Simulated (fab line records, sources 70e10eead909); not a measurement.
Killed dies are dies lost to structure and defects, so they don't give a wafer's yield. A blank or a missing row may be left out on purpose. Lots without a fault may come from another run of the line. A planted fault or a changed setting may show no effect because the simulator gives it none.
A struck lot beside a sound one | flow nand_harc | 15 steps out of a route of 1159
Sound: wafers L425.1, L425.5, L425.6. Struck: wafer L432.4. (L432.2, L432.5 of the same lot were not struck and are left out.) The cause comes at the end.
At each step with rows: each side's tool, then ch and its chambers, then its first start. Under that, the readings that differ: sound wafers | struck wafers | difference of the means | sigmas: that difference in standard deviations of wafers without a fault.
alike: readings whose means differ by less than 2 such deviations, and words and numbers that are the same on both sides. not compared: withheld readings, readings that some wafer has no value for, bounds like >300 that may hide the same value, and numbers for which the record gives no deviation and whose values overlap.
The two part at a step that has a row with sigmas, a row that says differs or no value, or rows on one side only. Numbers that don't overlap but have no deviation are shown without sigmas and don't part them. A reading that every wafer of one side lacks parts them only if that side has two wafers or more.

first, 6 steps without rows for these wafers: NHARC_A_CONTACT_COAT_63 (resist thk 90 nm); NHARC_A_CONTACT_SOFTBAKE_64 (time 55 s); NHARC_A_CONTACT_EBR_65; NHARC_A_CONTACT_EXPOSE_66 (exposes mask A CC 2); NHARC_A_CONTACT_PEB_67 (peb time 65 s); NHARC_A_CONTACT_DEVELOP_68 (develop time 35 s).
NHARC_A_CONTACT_CD_MEAS_69: target cd 200 nm.
  sound on cd_sem-03 ch 0, day 17 16:28; struck on cd_sem-02 ch 0, day 19 15:16
  reading    | sound             | struck | difference | sigmas
  cd_nm (nm) | 199.7 199.9 199.2 | 200.6  | +1.0       | +2
NHARC_A_CONTACT_OVL_MEAS_70:
  sound on overlay-01, day 17 16:33; struck on overlay-01, day 19 15:21
  alike: overlay_x_nm, overlay_y_nm
NHARC_A_CONTACT_INSPECT_71:
  sound on defect_inspect-01, day 17 16:35; struck on defect_inspect-02, day 19 15:23
  alike: raw_defect_count
NHARC_A_CONTACT_DESCUM_74: chemistry O2, time 3 s.
  sound on rie_diel-01 ch 0,2,3, day 17 16:41; struck on rie_diel-01 ch 3, day 19 15:27
  reading                         | sound          | struck | difference | sigmas
  showerhead_plenum_p_Torr (Torr) | 1.79 2.04 1.78 | 2.04   | +0.17      | +2
  alike: drypump_motor_current_A, oes_product_au, rf_vpp_V, throttle_valve_pct
  not compared: rf_hours_counter_h
NHARC_A_CONTACT_ETCH_75: etches the open film in CF4, target depth 39 nm, time 65 s.
  sound on rie_diel-01 ch 0,3, day 17 16:44; struck on rie_diel-01 ch 0, day 19 15:32
  reading                         | sound             | struck | difference | sigmas
  oes_product_au (a.u.)           | 1.016 1.011 0.995 | 0.990  | -0.017     | -2
  showerhead_plenum_p_Torr (Torr) | 1.88 1.65 1.88    | 1.65   | -0.15      | -2
  alike: drypump_motor_current_A, rf_vpp_V, run_length_s, throttle_valve_pct
  not compared: rf_hours_counter_h
NHARC_A_CONTACT_ETCH_76: etches the open film in N2/H2, target depth 260 nm, time 475.3 s.
  sound on rie_diel-01 ch 1,2,3; struck on rie_diel-01 ch 0
  alike: drypump_motor_current_A, oes_product_au, rf_vpp_V, run_length_s, showerhead_plenum_p_Torr, throttle_valve_pct
  not compared: rf_hours_counter_h
NHARC_A_CONTACT_ETCH_77: etches the open film in CF4/CHF3, target depth 72.6 nm, time 36.3 s.
  sound on rie_diel-01 ch 0,1,3, day 17 17:11; struck on rie_diel-01 ch 3, day 19 16:09
  reading               | sound             | struck | difference | sigmas
  oes_product_au (a.u.) | 0.978 0.976 0.971 | 0.928  | -0.047     | -3
  run_length_s (s)      | 56.6 56.4 58.2    | 50.5   | -6.6       | -15
  alike: drypump_motor_current_A, rf_vpp_V, showerhead_plenum_p_Torr, throttle_valve_pct
  not compared: rf_hours_counter_h
NHARC_A_CONTACT_ETCH_78: etches the open film in O2/COS, target depth 2800 nm, time 728 s.
  sound on rie_diel-01 ch 1,2,3; struck on rie_diel-01 ch 0
  reading          | sound             | struck | difference | sigmas
  run_length_s (s) | 748.4 748.3 749.0 | 749.7  | +1.1       | +3
  alike: drypump_motor_current_A, oes_product_au, rf_vpp_V, showerhead_plenum_p_Torr, throttle_valve_pct
  not compared: rf_hours_counter_h
-- the record jumps here: 3 days lie between the struck wafers' starts before and after (it left off in module A_CONTACT and takes up again in module END, whose first step shown is number 1159 of the route) --
NHARC_END_SORT_01:
  sound on prober-02 ch 0, day 20 10:18; struck on prober-01 ch 0, day 22 13:10
  alike: killed_at_array, killed_at_other, killed_at_periphery, killed_dies, killed_open, killed_short

WHERE THEY PART
First at NHARC_A_CONTACT_CD_MEAS_69; last, within this record, at NHARC_A_CONTACT_ETCH_78. Later steps at which nothing parts them and some readings are alike: NHARC_END_SORT_01.

WHY: what the simulator had put in
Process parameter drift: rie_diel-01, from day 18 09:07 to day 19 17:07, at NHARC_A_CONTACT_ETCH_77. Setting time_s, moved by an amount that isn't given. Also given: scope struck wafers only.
